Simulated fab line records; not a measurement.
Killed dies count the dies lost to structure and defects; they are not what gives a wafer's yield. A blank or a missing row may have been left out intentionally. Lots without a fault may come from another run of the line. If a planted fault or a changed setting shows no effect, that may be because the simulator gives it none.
Struck lot and sound lot, side by side | flow n5-finfet | 25 steps out of a route of 1938
Sound: wafers L641.1, L641.3, L641.6. Wafers struck: L630.3, L630.4, L630.5. Last of all comes the cause.
Per side, at each step with rows, come the tool, then ch with its chambers, and then its first start. Under that, the readings that differ: sound wafers | struck wafers | difference of the means | sigmas: that difference in standard deviations of wafers without a fault.
alike: readings whose means differ by less than 2 such deviations, and words and numbers that are the same on both sides. not compared: withheld readings, readings that some wafer has no value for, bounds like >300 that may hide the same value, and numbers for which the record gives no deviation and whose values overlap.
Wherever a step has rows on one side only, a row that says differs or no value, or a row with sigmas, the two part there. Numbers that have no deviation but don't overlap get no sigmas and don't part them. A reading missing from all wafers of one side parts the sides only when that side holds two or more wafers.

first, 8 steps without rows for these wafers: N5_ILD0_FCVD_FILL_01 (material SiO2 flowable, target thk 200 nm, time 328.3 s); N5_ILD0_CURE_02 (time 1800 s); N5_ILD0_CMP_03 (polishes, stops on SiNx, t overpolish 1.9 s, target thk 197.38 nm); N5_ILD0_CMP_07 (polishes SiO2 flowable, stops on poly-Si, t overpolish 1.18 s, target thk 138.88 nm); N5_ILD0_PRECLEAN_10 (cleans in NF3:NH3, afs cycles 5, time 20 s, sublimation time 60 s); N5_ILD0_ALD_15 (deposits SiNx, target thk 24 nm, pulse time 1 s, ald cycles 480); N5_ILD0_CMP_12 (polishes SiNx, stops on poly-Si, t overpolish 6 s, target thk 17.67 nm); N5_SDB_HM_DEP_00 (deposits SiNx from SiH4/NH3/N2, target thk 40 nm, time 35.3 s).
N5_SDB_COAT_03: time 60 s, resist thk 100 nm.
  sound on litho-track-05 ch 0, day 8 23:04; struck on litho-track-04 ch 0, day 6 05:56
  reading                              | sound                | struck               | difference | sigmas
  spin-speed-rpm (rpm)                 | 1498.5 1499.9 1499.7 | 1663.7 1662.9 1664.0 | +164.2     | +99 or more
  model.SOC_of_SDB_COAT_03.thk-nm (nm) | 100 100 100          | 95 95.2 95.2         | -5         |
then, 9 steps without rows for these wafers: N5_SDB_COAT_04 (time 60 s, resist thk 18 nm); N5_SDB_COAT_05 (resist thk 90 nm); N5_SDB_EBR_07; N5_SDB_SOFTBAKE_06 (time 60 s); N5_SDB_EXPOSE_08 (exposes mask SDB); N5_SDB_PEB_09 (peb time 60 s); N5_SDB_DEVELOP_10 (develop time 30 s); N5_SDB_DESCUM_16 (chemistry O2, time 7.9 s); N5_SDB_ETCH_17 (etches SiARC in CF4, target depth 23.4 nm, time 39 s).
N5_SDB_ETCH_18: etches SOC in N2/H2, target depth 100 nm, overetch 20 nm, time 150 s.
  sound on rie-diel-04 ch 2,3, day 8 23:29; struck on rie-diel-05 ch 1,2,3, day 6 06:28
  reading                  | sound             | struck          | difference | sigmas
  model.etch.depth-nm (nm) | 99.99 100.1 99.97 | 95.1 95.3 95.28 | -4.8       |
  alike: drypump-motor-current-A, oes-product-au, rf-vpp-V, showerhead-plenum-p-Torr, temp-c, throttle-valve-pct
  not compared: rf-hours-counter-h
then, 2 steps without rows for these wafers: N5_SDB_STRIP_19 (strips in N2/H2); N5_SDB_STRIP_21 (strips in CF4).
N5_SDB_HM_OPEN_20: chemistry CH3F/O2, target SiNx, stops on poly-Si, target depth 24 nm.
  sound on rie-diel-04 ch 2,3, day 8 23:38; struck on rie-diel-05 ch 1,2,3, day 6 06:37
  reading                              | sound          | struck         | difference | sigmas
  model.SOC_of_SDB_COAT_03.thk-nm (nm) | 83.6 84.2 83.8 | 78.8 79.2 79.4 | -4.7       |
  alike: drypump-motor-current-A, oes-product-au, rf-vpp-V, showerhead-plenum-p-Torr, throttle-valve-pct
  not compared: rf-hours-counter-h
N5_SDB_STRIP_22: strips in N2/H2.
  sound on plasma-asher-02 ch 0,1, day 8 23:43; struck on plasma-asher-02 ch 0,1, day 6 06:44
  reading                      | sound          | struck         | difference | sigmas
  strip-time-to-endpoint-s (s) | 95.8 96.4 96.1 | 91.4 91.7 91.9 | -4.4       | -13
  alike: drypump-motor-current-A, heater-power-w, oes-product-au, temp-c
  not compared: rf-hours-counter-h
then, 1 step without rows for these wafers: N5_SDB_PRECLEAN_23 (cleans in dHF, time 30 s).
-- the record jumps here: 5 days lie between the struck wafers' starts before and after (it left off in module SDB and takes up again in module BEOL_M4, whose first step shown is number 1111 of the route) --
N5_BEOL_M4_RC_MEAS_101:
  sound on prober-01 ch 0, day 13 12:37; struck on prober-01 ch 0, day 11 05:05
  alike: DIBL_N, DIBL_P, IOFF_N, IOFF_P, ION_N, ION_P, SS_N, SS_P, VT_N, VT_P

## WHERE THEY PART
First at N5_SDB_COAT_03; last, within this record, at N5_SDB_STRIP_22. Later steps at which nothing parts them and some readings are alike: N5_BEOL_M4_RC_MEAS_101.

WHY: the cause the simulator had injected
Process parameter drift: litho-track-04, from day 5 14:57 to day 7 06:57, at N5_SDB_COAT_03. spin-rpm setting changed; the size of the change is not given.
